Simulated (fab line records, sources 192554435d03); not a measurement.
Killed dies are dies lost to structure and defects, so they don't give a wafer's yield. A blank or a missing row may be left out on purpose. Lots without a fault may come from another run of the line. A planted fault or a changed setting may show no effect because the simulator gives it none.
fab line records | flow n5_finfet
record lots=7 wafers=39
route steps=1938 shown BEOL_M13@1659 BEOL_M14@1751 MIM_BOT_ETCH@1866
start_h: hours from the record's first day to the start of the lot's first wafer shown | wait_h: hours since the lot's step before | " the same as in the row above | L1.1+2: a row that stands for several wafers | - no value, or no start given | * or withheld: withheld | < > ~ a bound
route shown NAME@n: a module of which the file shows steps, and the number in the route of the first | usual: mean/standard deviation of fault-free wafers | same: alike in all rows | chamber/n: place in a boat | sites: the reading at each site | _std_site: their standard deviation | _edge_site: outer sites' mean less inner sites' | radius_mm: how far each site lies from the wafer's centre | mask NAME#n: copy n | behind: the tool/chamber that last shaped the wafer | hold: why the lot was held/for how many hours/how that ended | device: the transistor (n, p or np) that didn't switch | end of line: the same wafers' tests at the end of the route | a step without rows: its recipe alone | killed: dies lost to structure and defects at the first sort, not the wafer's yield | map: a wafer's dies, x killed, . not, _ none there
set.NAME: the setting as run; set.NAME@STEP: as run at that earlier step | model.NAME: the simulator's own value behind a step, which no gauge read
lots whose settings were changed on purpose; a table a step, a row a wafer
## steps
# step N5_BEOL_M13_ILD_DEP_00
# recipe material=SiOC target_thk_a=8379.2 temp_c=350 precursor=DEMS/O2 pressure_torr=5 rf_w=500 time_s=166.4
# columns lot.wafer tool chamber start_h wait_h set.target_thk_a model.SiOC_of_BEOL_M13_ILD_DEP_00.thk_nm
L074.1 pecvd-04 1 222.50 0.0 5427 541.2
L074.2 " 2 " " 5427 536
L074.3 " 0 " " 5427 546.4
L074.4 " 2 " " 8379.2 841
L074.5 " 0 " " 8379.2 844
L074.6 " 1 " " 8379.2 852.2
L082.3 pecvd-02 1 271.51 0.0 8379.2 832.6
L082.4 " 0 " " 8379.2 831
L082.5 " 1 " " 8379.2 836.8
L084.1 pecvd-02 2 290.76 0.0 8379.2 832.8
L084.2 " 1 " " 8379.2 838.8
L084.3 " 0 " " 8379.2 816.2
L084.4 " 0 " " 8379.2 831.8
L084.5 " 2 " " 8379.2 845.8
L084.6 " 1 " " 8379.2 852.4
L092.1 pecvd-03 2 336.25 0.0 10340 1027
L092.2 " 1 " " 10340 1012
L092.3 " 0 " " 8379.2 832.2
L092.4 " 0 " " 8379.2 856
L092.5 " 2 " " 8379.2 850.6
L092.6 " 1 " " 10340 1023
L090.1 pecvd-02 0 338.27 0.0 8379.2 828.8
L090.2 " 1 " " 3734 372.4
L090.3 " 2 " " 3734 371.2
L090.4 " 1 " " 3734 377.6
L090.5 " 2 " " 8379.2 845.2
L090.6 " 0 " " 8379.2 845.4
L096.1 pecvd-02 1 372.75 0.0 4697 467.4
L096.2 " 0 " " 8379.2 829
L096.3 " 2 " " 8379.2 836.4
L096.4 " 1 " " 8379.2 845.4
L096.5 " 0 " " 4697 468.2
L096.6 " 2 " " 4697 473.4
L097.1 pecvd-02 2 373.21 0.0 4133 401.2
L097.2 " 0 " " 8379.2 836.4
L097.3 " 1 " " 4133 419.2
L097.4 " 1 " " 8379.2 844.2
L097.5 " 0 " " 4133 422
L097.6 " 2 " " 8379.2 849.4
# step N5_BEOL_M13_THK_MEAS_01
# recipe reads=SiOC_of_BEOL_M13_ILD_DEP_00
# usual M13_ILD_THK=840/11
# columns lot.wafer tool chamber start_h wait_h set.target_thk_a@BEOL_M13_ILD_DEP_00 M13_ILD_THK[nm]
L074.1 film_metro-01 - 222.65 0.1 5427 541
L074.2 " - " " 5427 536
L074.3 " - " " 5427 546
L074.4 " - " " 8379.2 840
L074.5 " - " " 8379.2 844
L074.6 " - " " 8379.2 852
L082.3 film_metro-01 - 271.67 0.1 8379.2 833
L082.4 " - " " 8379.2 832
L082.5 " - " " 8379.2 837
L084.1 film_metro-02 - 291.19 0.4 8379.2 833
L084.2 " - " " 8379.2 839
L084.3 " - " " 8379.2 816
L084.4 " - " " 8379.2 832
L084.5 " - " " 8379.2 846
L084.6 " - " " 8379.2 852
L092.1 film_metro-01 - 336.40 0.1 10340 1026
L092.2 " - " " 10340 1012
L092.3 " - " " 8379.2 832
L092.4 " - " " 8379.2 856
L092.5 " - " " 8379.2 851
L092.6 " - " " 10340 1023
L090.1 film_metro-01 - 338.42 0.1 8379.2 829
L090.2 " - " " 3734 372
L090.3 " - " " 3734 371
L090.4 " - " " 3734 378
L090.5 " - " " 8379.2 845
L090.6 " - " " 8379.2 845
L096.1 film_metro-01 - 372.90 0.1 4697 467
L096.2 " - " " 8379.2 829
L096.3 " - " " 8379.2 836
L096.4 " - " " 8379.2 845
L096.5 " - " " 4697 468
L096.6 " - " " 4697 473
L097.1 film_metro-01 - 373.37 0.1 4133 401
L097.2 " - " " 8379.2 837
L097.3 " - " " 4133 419
L097.4 " - " " 8379.2 845
L097.5 " - " " 4133 422
L097.6 " - " " 8379.2 850
# step N5_BEOL_M13_COAT_58
# recipe resist=BARC temp_c=205 time_s=60 spin_rpm=1500 resist_thk_nm=89
# step N5_BEOL_M13_COAT_04
# recipe spin_rpm=1625 resist_thk_nm=400
# step N5_BEOL_M13_DESCUM_15
# recipe chemistry=O2 time_s=7.9 source_power_w=50 bias_power_w=20 pressure_mtorr=20 rf_frequency_hz=2.712e+07 temp_c=40 o2_flow_sccm=225
# step N5_BEOL_M13_ETCH_59
# recipe chemistry=N2/H2 target=BARC target_depth_a=890 overetch_a=267 time_s=67.9 ion_energy_ev=200 pressure_mtorr=30 source_w=840 bias_w=150 n2_flow_sccm=200 h2_flow_sccm=200
# step N5_BEOL_M13_VIA_ETCH_16
# recipe chemistry=C4F8/O2/Ar target=SiOC pressure_mtorr=30 source_w=3000 bias_w=700 Ar_flow_sccm=400 C4F8_flow_sccm=15 O2_flow_sccm=8 he_inner_torr=15 he_outer_torr=30 target_depth_a=9217 time_s=withheld ion_energy_ev=250 ends=cleared
# columns lot.wafer tool chamber start_h wait_h set.target_thk_a@BEOL_M13_ILD_DEP_00 model.etch.depth_nm model.coat_of_BEOL_M13_COAT_04.thk_nm
L074.1 rie_diel-01 2 223.45 0.0 5427 541.3 156.6
L074.2 " 3 " " 5427 536 157
L074.3 " 1 " " 5427 546.3 150
L074.4 " 0 " " 8379.2 840.9 65.2
L074.5 " 2 " " 8379.2 844.1 66.4
L074.6 " 3 " " 8379.2 852.2 62.8
L082.3 rie_diel-04 0 272.27 0.0 8379.2 832.6 68.8
L082.4 " 2 " " 8379.2 831 68.2
L082.5 " 2 " " 8379.2 836.8 66.4
L084.1 rie_diel-01 1 291.79 0.0 8379.2 832.8 67.2
L084.2 " 0 " " 8379.2 838.9 66.8
L084.3 " 2 " " 8379.2 816.2 78.4
L084.4 " 3 " " 8379.2 831.8 70.6
L084.5 " 1 " " 8379.2 845.8 65
L084.6 " 0 " " 8379.2 852.4 64.4
L092.1 rie_diel-04 1 337.00 0.0 10340 1027 12.4
L092.2 " 3 " " 10340 1012 16.2
L092.3 " 2 " " 8379.2 832.2 67.8
L092.4 " 0 " " 8379.2 855.9 63.2
L092.5 " 0 " " 8379.2 850.5 64.8
L092.6 " 1 " " 10340 1023 14
L090.1 rie_diel-02 0 339.02 0.0 8379.2 828.7 73
L090.2 " 2 " " 3734 372.3 211
L090.3 " 1 " " 3734 371.1 207.8
L090.4 " 3 " " 3734 377.6 205.6
L090.5 " 0 " " 8379.2 845.1 67.8
L090.6 " 1 " " 8379.2 845.4 68
L096.1 rie_diel-02 2 373.77 0.0 4697 467.3 180.4
L096.2 " 3 " " 8379.2 828.9 71.2
L096.3 " 1 " " 8379.2 836.3 69.2
L096.4 " 0 " " 8379.2 845.5 66.6
L096.5 " 2 " " 4697 468.3 180.6
L096.6 " 1 " " 4697 473.3 176.8
L097.1 rie_diel-01 2 373.85 0.0 4133 401.3 201.2
L097.2 " 0 " " 8379.2 836.4 70
L097.3 " 1 " " 4133 419.2 192.4
L097.4 " 2 " " 8379.2 844.2 70
L097.5 " 1 " " 4133 422.1 192
L097.6 " 0 " " 8379.2 849.4 66.2
# step N5_BEOL_M13_STRIP_63
# recipe chemistry=N2/H2 power_w=1000 temp_c=250 h2_frac=0.65 overash_fraction=0.3 pressure_mtorr=1000 n2_flow_sccm=1750 h2_flow_sccm=3250
# usual oes_product_au=0.674/0.0049 strip_time_to_endpoint_s=27.4/1.2
# columns lot.wafer tool chamber start_h wait_h set.target_thk_a@BEOL_M13_ILD_DEP_00 oes_product_au strip_time_to_endpoint_s
L074.1 plasma_asher-02 1 223.68 - 5427 0.708 51.4
L074.2 " 0 " " 5427 0.696 51.5
L074.3 " 1 " " 5427 0.699 49.7
L074.4 " 0 " " 8379.2 0.668 26.3
L074.5 " 1 " " 8379.2 0.673 26.6
L074.6 " 0 " " 8379.2 0.679 25.5
L082.3 plasma_asher-01 1 272.52 - 8379.2 0.676 27.3
L082.4 " 0 " " 8379.2 0.667 27.1
L082.5 " 0 " " 8379.2 0.677 26.6
L084.1 plasma_asher-01 0 292.03 - 8379.2 0.668 26.8
L084.2 " 1 " " 8379.2 0.666 26.7
L084.3 " 1 " " 8379.2 0.678 30.1
L084.4 " 0 " " 8379.2 0.670 27.9
L084.5 " 1 " " 8379.2 0.672 26.2
L084.6 " 0 " " 8379.2 0.665 26.0
L092.1 plasma_asher-01 1 337.24 - 10340 0.454 8.6
L092.2 " 0 " " 10340 0.497 10.1
L092.3 " 0 " " 8379.2 0.670 27.0
L092.4 " 1 " " 8379.2 0.668 25.6
L092.5 " 0 " " 8379.2 0.668 26.1
L092.6 " 1 " " 10340 0.471 9.2
L090.1 plasma_asher-02 0 339.26 - 8379.2 0.680 28.5
L090.2 " 1 " " 3734 0.794 65.4
L090.3 " 0 " " 3734 0.801 64.7
L090.4 " 1 " " 3734 0.792 64.1
L090.5 " 1 " " 8379.2 0.672 27.0
L090.6 " 0 " " 8379.2 0.679 27.1
L096.1 plasma_asher-01 0 374.01 - 4697 0.730 57.6
L096.2 " 1 " " 8379.2 0.676 28.0
L096.3 " 0 " " 8379.2 0.672 27.4
L096.4 " 1 " " 8379.2 0.666 26.7
L096.5 " 0 " " 4697 0.729 57.6
L096.6 " 1 " " 4697 0.715 56.7
L097.1 plasma_asher-01 1 374.13 - 4133 0.775 62.9
L097.2 " 0 " " 8379.2 0.675 27.7
L097.3 " 1 " " 4133 0.760 60.7
L097.4 " 0 " " 8379.2 0.677 27.7
L097.5 " 0 " " 4133 0.759 60.6
L097.6 " 1 " " 8379.2 0.671 26.5
# step N5_BEOL_M14_ETCH_68
# recipe chemistry=N2/H2 target=SOC mask_material=SiARC source_w=3000 bias_w=350 temp_c=40 time_s=450 ion_energy_ev=200 pressure_mtorr=30 n2_flow_sccm=200 h2_flow_sccm=200
# columns lot.wafer tool chamber start_h wait_h set.target_depth_a model.SiARC_of_BEOL_M14_COAT_66.thk_nm
L074.1 rie_diel-03 2 231.28 0.1 9000 65.8
L074.2 " 3 " " 13120 42.4
L074.3 " 1 " " 13120 44
L074.4 " 0 " " 9000 64.6
L074.5 " 3 " " 13120 42.8
L074.6 " 2 " " 9000 65.6
L082.3 rie_diel-06 3 283.35 0.1 9000 66.6
L082.4 " 0 " " 9000 65
L082.5 " 1 " " 9000 65.8
L084.1 rie_diel-05 0 297.25 0.1 9000 66.2
L084.2 " 3 " " 13410 42.6
L084.3 " 1 " " 9000 66.4
L084.4 " 2 " " 9000 65.6
L084.5 " 3 " " 13410 42.4
L084.6 " 0 " " 13410 44.8
L092.1 rie_diel-03 2 344.10 0.1 13230 45.8
L092.2 " 3 " " 13230 43
L092.3 " 0 " " 9000 65.8
L092.4 " 1 " " 13230 43.8
L092.5 " 0 " " 9000 65.4
L092.6 " 1 " " 9000 64.8
L090.1 rie_diel-05 2 344.58 0.1 9000 65.6
L090.2 " 1 " " 7583 73.4
L090.3 " 3 " " 9000 64
L090.4 " 1 " " 9000 66.4
L090.5 " 2 " " 7583 72.6
L090.6 " 3 " " 7583 71.6
L097.1 rie_diel-03 2 380.24 0.1 9000 66.4
L097.2 " 3 " " 9000 64.6
L097.3 " 0 " " 9000 65.6
L097.4+5 " 1 " " 9000 65.2
L097.6 " 0 " " 9000 65.8
L096.1 rie_diel-03 1 380.82 0.1 12810 45.6
L096.2 " 0 " " 12810 47.2
L096.3 " 3 " " 12810 45
L096.4 " 2 " " 9000 65.8
L096.5 " 2 " " 9000 66
L096.6 " 1 " " 9000 65.4
# step N5_MIM_BOT_ETCH_ETCH_04
# recipe chemistry=CF4/O2 target=SiNx target_depth_a=260 time_s=13 ion_energy_ev=100 pressure_mtorr=40 source_w=535 bias_w=49 Ar_flow_sccm=100 cf4_flow_sccm=100 O2_flow_sccm=10
# columns lot.wafer tool chamber start_h wait_h set.time_s model.etch.depth_nm model.MIM_BOT_ETCH.cd_offset_nm
L074.1 rie_diel-05 1 243.47 0.0 13 25.87 0
L074.2 " 2 " " 13 26.61 0
L074.3 " 3 " " 13 27.2 0
L074.4 " 0 " " 13 26.3 0
L074.5 " 1 " " 13 25.97 0
L074.6 " 2 " " 13 26.49 0
L082.3 rie_diel-06 0 296.61 0.0 13 25.41 0.2
L082.4 " 1 " " 13 26.17 0.2
L082.5 " 0 " " 13 25.48 0
L084.1 rie_diel-03 2 311.96 0.0 13 26.94 -0.2
L084.2 " 3 " " 13 25.97 -0.2
L084.3 " 0 " " 13 26.34 -0.2
L084.4 " 1 " " 13 26.6 0
L084.5 " 0 " " 13 26.41 -0.2
L084.6 " 1 " " 13 26.85 0
L092.1 rie_diel-05 3 365.54 0.0 6.894 14.11 0.6
L092.2 " 2 " " 6.894 13.74 0.4
L092.3 " 0 " " 13 26.1 -0.2
L092.4 " 0 " " 13 26.35 0
L092.5 " 2 " " 6.894 13.68 0.6
L092.6 " 3 " " 13 26.71 0
L090.1 rie_diel-05 0 366.41 0.0 15.82 32.45 -0.4
L090.2 " 2 " " 13 26.14 -0.2
L090.3 " 3 " " 13 26.95 0
L090.4 " 2 " " 15.82 31.98 -0.2
L090.5 " 3 " " 13 27.02 0
L090.6 " 0 " " 15.82 32.57 -0.4
L097.1 rie_diel-03 1 395.86 0.0 13 26.41 0.2
L097.2 " 2 " " 5.909 12.15 0.6
L097.3 " 3 " " 5.909 11.72 0.6
L097.4 " 0 " " 13 26.32 0
L097.5 " 2 " " 13 27 0
L097.6 " 1 " " 5.909 12.18 0.8
L096.1 rie_diel-06 1 395.98 0.0 13 26.19 0
L096.2 " 3 " " 13 26.33 0
L096.3 " 0 " " 13 25.38 0
L096.4 " 2 " " 13 25.39 0
L096.5 " 2 " " 13 25.2 0
L096.6 " 1 " " 13 26.45 0
# step N5_MIM_BOT_ETCH_ETCH_03
# recipe chemistry=Cl2/BCl3 target_depth_a=120 pressure_mtorr=8 icp_w=800 bias_w=100 Cl2_flow_sccm=20 bcl3_flow_sccm=80
# usual oes_product_au=0.84/0.053
# columns lot.wafer tool chamber start_h wait_h set.time_s@MIM_BOT_ETCH_ETCH_04 oes_product_au
L074.1 rie_metal-03 1 243.56 0.1 13 0.88
L074.2 " 0 " " 13 0.80
L074.3 " 1 " " 13 0.87
L074.4 " 0 " " 13 0.80
L074.5 " 1 " " 13 0.88
L074.6 " 0 " " 13 0.80
L082.3 rie_metal-01 1 296.73 0.1 13 0.86
L082.4 " 0 " " 13 0.81
L082.5 " 0 " " 13 0.82
L084.1 rie_metal-02 1 312.05 0.1 13 0.89
L084.2 " 0 " " 13 0.93
L084.3 " 1 " " 13 0.90
L084.4 " 0 " " 13 0.93
L084.5 " 0 " " 13 0.93
L084.6 " 1 " " 13 0.91
L092.1 rie_metal-03 1 365.63 0.1 6.894 0.47
L092.2 " 0 " " 6.894 0.39
L092.3 " 1 " " 13 0.83
L092.4 " 0 " " 13 0.77
L092.5 " 0 " " 6.894 0.38
L092.6 " 1 " " 13 0.83
L090.1 rie_metal-03 0 366.50 0.1 15.82 0.78
L090.2 " 1 " " 13 0.84
L090.3 " 0 " " 13 0.78
L090.4 " 1 " " 15.82 0.84
L090.5 " 1 " " 13 0.83
L090.6 " 0 " " 15.82 0.77
L097.1 rie_metal-02 0 395.95 0.1 13 0.87
L097.2 " 1 " " 5.909 0.33
L097.3 " 1 " " 5.909 0.32
L097.4 " 0 " " 13 0.88
L097.5 " 1 " " 13 0.88
L097.6 " 0 " " 5.909 0.35
L096.1 rie_metal-03 1 396.07 0.1 13 0.83
L096.2 " 0 " " 13 0.78
L096.3 " 0 " " 13 0.77
L096.4 " 1 " " 13 0.83
L096.5 " 0 " " 13 0.77
L096.6 " 1 " " 13 0.83
# step N5_MIM_BOT_ETCH_ETCH_00
# recipe chemistry=Cl2/BCl3 target=TiN target_depth_a=455 ion_energy_ev=150 pressure_mtorr=10 icp_w=1000 bias_w=126 Cl2_flow_sccm=53.25 bcl3_flow_sccm=21.75 Ar_flow_sccm=25
# usual oes_product_au=0.84/0.055
# columns lot.wafer tool chamber start_h wait_h set.time_s@MIM_BOT_ETCH_ETCH_04 oes_product_au
L074.1 rie_metal-03 1 243.65 0.1 13 0.88
L074.2 " 0 " " 13 0.81
L074.3 " 1 " " 13 0.88
L074.4 " 0 " " 13 0.81
L074.5 " 1 " " 13 0.88
L074.6 " 0 " " 13 0.81
L082.3 rie_metal-01 1 296.83 0.1 13 0.85
L082.4 " 0 " " 13 0.82
L082.5 " 0 " " 13 0.82
L084.1 rie_metal-02 1 312.14 0.1 13 0.92
L084.2 " 0 " " 13 0.93
L084.3 " 1 " " 13 0.91
L084.4 " 0 " " 13 0.92
L084.5 " 0 " " 13 0.93
L084.6 " 1 " " 13 0.90
L092.1 rie_metal-03 1 365.72 0.1 6.894 0.45
L092.2 " 0 " " 6.894 0.39
L092.3 " 1 " " 13 0.84
L092.4 " 0 " " 13 0.78
L092.5 " 0 " " 6.894 0.38
L092.6 " 1 " " 13 0.83
L090.1 rie_metal-03 0 366.59 0.1 15.82 0.78
L090.2 " 1 " " 13 0.83
L090.3 " 0 " " 13 0.77
L090.4 " 1 " " 15.82 0.83
L090.5 " 1 " " 13 0.82
L090.6 " 0 " " 15.82 0.77
L097.1 rie_metal-02 0 396.04 0.1 13 0.88
L097.2 " 1 " " 5.909 0.34
L097.3 " 1 " " 5.909 0.33
L097.4 " 0 " " 13 0.87
L097.5 " 1 " " 13 0.88
L097.6 " 0 " " 5.909 0.35
L096.1 rie_metal-03 1 396.16 0.1 13 0.83
L096.2 " 0 " " 13 0.76
L096.3 " 0 " " 13 0.76
L096.4 " 1 " " 13 0.83
L096.5 " 0 " " 13 0.77
L096.6 " 1 " " 13 0.82
## key
split step=N5_BEOL_M13_ILD_DEP_00 setting=target_thk_a stated=8379.2 by=wafer
response step=N5_BEOL_M13_ILD_DEP_00 reading=model.SiOC_of_BEOL_M13_ILD_DEP_00.thk_nm change=+8.39 per=1% r=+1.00
response step=N5_BEOL_M13_THK_MEAS_01 reading=M13_ILD_THK change=+8.39 per=1% r=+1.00
response step=N5_BEOL_M13_VIA_ETCH_16 reading=model.etch.depth_nm change=+8.39 per=1% r=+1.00
response step=N5_BEOL_M13_VIA_ETCH_16 reading=model.coat_of_BEOL_M13_COAT_04.thk_nm change=-2.49 per=1% r=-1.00
response step=N5_BEOL_M13_STRIP_63 reading=oes_product_au shape=bent at_lowest=0.796 at_stated=0.672 at_highest=0.474
response step=N5_BEOL_M13_STRIP_63 reading=strip_time_to_endpoint_s change=* per=1% r=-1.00
split step=N5_BEOL_M14_ETCH_68 setting=target_depth_a stated=9000 by=wafer
response step=N5_BEOL_M14_ETCH_68 reading=model.SiARC_of_BEOL_M14_COAT_66.thk_nm change=-0.467 per=1% r=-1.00
split step=N5_MIM_BOT_ETCH_ETCH_04 setting=time_s stated=13 by=wafer
response step=N5_MIM_BOT_ETCH_ETCH_04 reading=model.etch.depth_nm change=+0.266 per=1% r=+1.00
response step=N5_MIM_BOT_ETCH_ETCH_04 reading=model.MIM_BOT_ETCH.cd_offset_nm change=-0.0118 per=1% r=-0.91
response step=N5_MIM_BOT_ETCH_ETCH_03 reading=oes_product_au change=+0.00847 per=1% r=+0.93
response step=N5_MIM_BOT_ETCH_ETCH_00 reading=oes_product_au change=+0.0086 per=1% r=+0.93
